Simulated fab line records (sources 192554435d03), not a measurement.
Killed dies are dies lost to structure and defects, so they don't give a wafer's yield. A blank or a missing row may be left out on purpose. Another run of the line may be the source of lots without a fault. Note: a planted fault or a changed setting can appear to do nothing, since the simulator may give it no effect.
Matching of chambers | flow n5-finfet | N5_BEOL_M6_STRIP_19 on rie-diel-05 has 4 sister chambers
The step strips in O2. 4 wafers are shown with their chamber, then 7 later ones without.

WAFERS PAIRED WITH THEIR CHAMBERS
wafer  | chamber | showerhead-plenum-p-Torr (Torr)
L088.1 | 2       | 1.98
L088.5 | 1       | 2.08
L093.1 | 3       | 2.16
L093.2 | 0       | 2.05

WAFERS WITHOUT THEIR CHAMBER
wafer  | showerhead-plenum-p-Torr (Torr)
L093.6 | 2.16
L094.3 | 2.05
L094.4 | 2.16
L094.6 | 1.97
L095.1 | 2.07
L095.5 | 2.16
L095.6 | 2.05

CHAMBER TAKEN BY EACH
wafer  | from the rows above     | in truth
L093.6 | 3                       | 3
L094.3 | 0                       | 0
L094.4 | 3                       | 3
L094.6 | 2                       | 2
L095.1 | can't be placed: 1 or 0 | 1
L095.5 | 3                       | 3
L095.6 | 0                       | 0
6 of 7 placed correctly. Unplaceable from these rows: 1, with the true chamber sitting among the candidates in 1. Number placed wrongly: 0.
How it was worked out, from the rows above alone: a wafer's distance from a chamber is the root of the sum, over the readings, of the square of ((its reading less the chamber's mean) divided by the reading's scatter). If the next closest chamber is less than 2 further off than the closest, the wafer can't be placed; otherwise it belongs to the closest. A chamber's mean is the mean of its shown wafers. The scatter: root of mean squared gap, hidden wafer to nearest shown wafer, with one shown wafer a chamber.
